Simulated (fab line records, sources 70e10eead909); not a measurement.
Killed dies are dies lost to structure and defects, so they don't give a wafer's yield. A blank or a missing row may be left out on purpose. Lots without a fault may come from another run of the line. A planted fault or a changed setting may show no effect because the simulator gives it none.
Which tool did it? | flow nand_harc | 13 lots, 36 wafers sampled, at 6 steps of a route of 1302

WHAT THE GAUGES READ, wafer by wafer
NHARC_A_ZERO_WELL_INSPECT_17. Usual: raw_defect_count 10, standard deviation 5.8.
lot  | measured     | on                | raw_defect_count | flag
L275 | day 6 15:20  | defect_inspect-02 | 7 4 8            |
L277 | day 7 10:17  | defect_inspect-02 | 4 10 3           |
L278 | day 8 02:01  | defect_inspect-02 | 10 7 12          |
L279 | day 8 10:39  | defect_inspect-02 | 5 17 20          |
L282 | day 10 01:44 | defect_inspect-02 | 8 13 3           |
L283 | day 10 04:56 | defect_inspect-01 | 13 12 6          |
L284 | day 10 19:55 | defect_inspect-01 | 12 12 7          |
L290 | day 13 06:34 | defect_inspect-02 | 24 16            |
L291 | day 13 13:22 | defect_inspect-01 | 8 11             |
L292 | day 14 00:26 | defect_inspect-01 | 20 29            |
L294 | day 14 13:32 | defect_inspect-01 | 9 10 13          |
L297 | day 16 02:27 | defect_inspect-01 | 17 5 4           |
L298 | day 16 10:17 | defect_inspect-02 | 11 8 14          |

NHARC_A_ONON_D1_THK_MEAS_21: measures by ellipsometry. Usual: thk_nm 1001 nm, standard deviation 9.4.
lot  | measured     | on            | thk_nm (nm)    | flag
L275 | day 7 21:47  | film_metro-01 | 1008 1007 1008 |
L277 | day 8 20:01  | film_metro-02 | 990 989 991    |
L278 | day 9 09:47  | film_metro-01 | 1006 1008 1009 |
L279 | day 9 19:29  | film_metro-01 | 987 988 990    |
L282 | day 11 12:53 | film_metro-02 | 1009 1006 1008 |
L283 | day 11 12:55 | film_metro-02 | 995 993 994    |
L284 | day 12 05:02 | film_metro-01 | 999 999 995    |
L290 | day 14 15:45 | film_metro-01 | 1003 1437      | OFF
L291 | day 14 21:35 | film_metro-02 | 1452 1018      | OFF
L292 | day 15 09:15 | film_metro-02 | 1441 1444      | OFF
L294 | day 15 20:22 | film_metro-02 | 981 982 980    |
L297 | day 17 11:51 | film_metro-02 | 994 995 993    |
L298 | day 17 18:04 | film_metro-01 | 1002 1005 1004 |

NHARC_END_SORT_01. Usual: killed_at_array 55, standard deviation 20; killed_at_other 1.1, standard deviation 1.2; killed_at_periphery 3.8, standard deviation 2.8; killed_dies 60, standard deviation 19; killed_open 3.4, standard deviation 1.9; killed_short 2.2, standard deviation 1.5.
lot  | measured     | on        | killed_at_array | killed_at_other | killed_at_periphery | killed_dies | killed_open | killed_short | flag
L290 | day 30 09:19 | prober-02 | 79 671          | 0 0             | 4 6                 | 83 677      | 4 3         | 2 0          | OFF
L291 | day 30 10:50 | prober-01 | 673 65          | 0 1             | 4 5                 | 677 71      | 3 6         | 2 5          | OFF
L292 | day 31 17:06 | prober-01 | 665 666         | 2 2             | 10 9                | 677 677     | 3 1         | 6 4          | OFF

WHICH TOOL RAN EACH LOT (tool, then ch and the chambers of the sampled wafers, then the start)
lot  | NHARC_P_BONDPAD_CMP_19        | NHARC_A_ONON_D1_DEP_19           | NHARC_A_ONON_D1_DEP_33
L275 | cmp-04 ch 0,1,2, day 6 12:09  | pecvd_onon-04 ch 0, day 7 21:16  | pecvd-02 ch 0,2, day 7 23:36
L277 | cmp-01 ch 0,2, day 7 06:58    | pecvd_onon-04 ch 0, day 8 19:31  | pecvd-04 ch 1,2, day 8 21:46
L278 | cmp-03 ch 0,1,3, day 7 22:35  | pecvd_onon-01 ch 0, day 9 09:20  | pecvd-04 ch 0,1,2, day 9 11:34
L279 | cmp-03 ch 0,1, day 8 07:27    | pecvd_onon-04 ch 0, day 9 18:58  | pecvd-02 ch 0,1,2, day 9 21:14
L282 | cmp-03 ch 0,3, day 9 22:16    | pecvd_onon-01 ch 0, day 11 12:30 | pecvd-01 ch 0,2, day 11 14:47
L283 | cmp-03 ch 0,2, day 10 01:36   | pecvd_onon-04 ch 0, day 11 12:24 | pecvd-04 ch 0,1,2, day 11 14:43
L284 | cmp-01 ch 0,1,2, day 10 16:28 | pecvd_onon-01 ch 0, day 12 04:35 | pecvd-02 ch 1,2, day 12 06:52
L290 | cmp-03 ch 0,3, day 13 03:15   | pecvd_onon-01 ch 0, day 14 15:14 | pecvd-02 ch 1,2, day 14 17:31
L291 | cmp-04 ch 0,1, day 13 10:04   | pecvd_onon-01 ch 0, day 14 21:11 | pecvd-01 ch 0,2, day 14 23:26
L292 | cmp-01 ch 1,2, day 13 21:11   | pecvd_onon-01 ch 0, day 15 08:52 | pecvd-02 ch 0,1, day 15 11:06
L294 | cmp-03 ch 0,1,2, day 14 10:11 | pecvd_onon-02 ch 0, day 15 19:51 | pecvd-02 ch 0,1,2, day 15 22:08
L297 | cmp-01 ch 0,2,3, day 15 23:10 | pecvd_onon-04 ch 0, day 17 11:21 | pecvd-02 ch 0,1,2, day 17 13:37
L298 | cmp-04 ch 0,1, day 16 07:05   | pecvd_onon-04 ch 0, day 17 17:36 | pecvd-01 ch 0,2, day 17 19:52
- NHARC_P_BONDPAD_CMP_19: polishes, t overpolish 30 s, cu recess touch 16 s, target thk 160.81 nm.
- NHARC_A_ONON_D1_DEP_19: target thk 1000 nm.
- NHARC_A_ONON_D1_DEP_33: deposits SiO2, target thk 200 nm.

WHAT THE TOOLS THEMSELVES READ (means of the sampled wafers that have a number; where no wafer has one, the mark that the record gives instead)
NHARC_P_BONDPAD_CMP_19. Usual: edge_zone_pressure_frac 1.000, standard deviation 0.0051; motor_current_A 11.7 A, standard deviation 1; overpolish_run_s 30.000 s, standard deviation 0.0089; slurry_flow_ml_min 150.0, standard deviation 0.47.
lot  | tool   | edge_zone_pressure_frac | motor_current_A (A) | overpolish_run_s (s) | slurry_flow_ml_min | flag
L275 | cmp-04 | 1.006                   | 11.8                | 30.009               | 149.7              |
L277 | cmp-01 | 0.998                   | 10.9                | 30.000               | 149.8              |
L278 | cmp-03 | 0.997                   | 12.1                | 29.993               | 149.8              |
L279 | cmp-03 | 1.000                   | 12.1                | 29.998               | 149.6              |
L282 | cmp-03 | 0.998                   | 12.3                | 29.998               | 149.9              |
L283 | cmp-03 | 1.002                   | 11.9                | 30.010               | 150.4              |
L284 | cmp-01 | 0.998                   | 11.2                | 29.999               | 150.0              |
L290 | cmp-03 | 0.997                   | 12.3                | 29.999               | 150.1              |
L291 | cmp-04 | 0.996                   | 12.1                | 30.000               | 150.2              |
L292 | cmp-01 | 1.002                   | 11.2                | 30.003               | 149.7              |
L294 | cmp-03 | 1.000                   | 11.9                | 29.991               | 149.9              |
L297 | cmp-01 | 1.001                   | 10.9                | 30.003               | 150.4              |
L298 | cmp-04 | 1.007                   | 12.3                | 30.009               | 150.1              |

NHARC_A_ONON_D1_DEP_19. Usual: sih4_flow_sccm 209.9 sccm, standard deviation 0.73.
lot  | tool          | sih4_flow_sccm (sccm) | flag
L275 | pecvd_onon-04 | 209.7                 |
L277 | pecvd_onon-04 | 209.8                 |
L278 | pecvd_onon-01 | 209.7                 |
L279 | pecvd_onon-04 | 211.1                 |
L282 | pecvd_onon-01 | 210.5                 |
L283 | pecvd_onon-04 | 209.5                 |
L284 | pecvd_onon-01 | 210.3                 |
L290 | pecvd_onon-01 | 209.8                 |
L291 | pecvd_onon-01 | 209.3                 |
L292 | pecvd_onon-01 | 209.1                 |
L294 | pecvd_onon-02 | 210.0                 |
L297 | pecvd_onon-04 | 210.0                 |
L298 | pecvd_onon-04 | 209.7                 |

NHARC_A_ONON_D1_DEP_33. Usual: heater_power_w 577 W, standard deviation 130; throttle_valve_pct 15.8 %, standard deviation 0.48.
lot  | tool     | heater_power_w (W) | throttle_valve_pct (%) | flag
L275 | pecvd-02 | 519                | 15.5                   |
L277 | pecvd-04 | 503                | 16.3                   |
L278 | pecvd-04 | 463                | 16.2                   |
L279 | pecvd-02 | 592                | 15.3                   |
L282 | pecvd-01 | 666                | 15.9                   |
L283 | pecvd-04 | 509                | 16.3                   |
L284 | pecvd-02 | 640                | 15.1                   |
L290 | pecvd-02 | 600                | 15.1                   |
L291 | pecvd-01 | 710                | 16.3                   |
L292 | pecvd-02 | 671                | 15.2                   |
L294 | pecvd-02 | 602                | 15.3                   |
L297 | pecvd-02 | 559                | 15.4                   |
L298 | pecvd-01 | 672                | 16.4                   |

THE ANSWER, worked out from the rows above alone
Rule: a lot is off if the mean of its wafers that have a number lies more than 3 standard deviations from the usual mean. A lot without any number at a reading at which 4 lots or more have one is off too. The other lots that the step has rows for count as sound. The gauges are gone through in route order, then the tools' own readings, and for those a lot's mean is taken as printed above. The first step at which some lot is off is used, and at that step the reading that is off furthest; a lot without a number counts as furthest.
Off: L290, L291, L292, at NHARC_A_ONON_D1_THK_MEAS_21 (thk_nm).
A tool fits if, at a process step before that reading, it ran every lot that is off, and no sound lot after the first of them. The gauges at NHARC_A_ONON_D1_THK_MEAS_21 aren't tried: what is off there is off at NHARC_END_SORT_01 too, on other tools, and a gauge's error can't cause that. One fits: pecvd_onon-01 at NHARC_A_ONON_D1_DEP_19. Its last sound lot is L284 (day 12 04:35), its first lot that is off L290 (day 14 15:14): a fault that began between those two fits.

WHAT THE SIMULATOR HAD PUT IN
Process parameter drift: pecvd_onon-01, from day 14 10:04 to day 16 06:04, at NHARC_A_ONON_D1_DEP_19. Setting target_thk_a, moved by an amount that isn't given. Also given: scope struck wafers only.
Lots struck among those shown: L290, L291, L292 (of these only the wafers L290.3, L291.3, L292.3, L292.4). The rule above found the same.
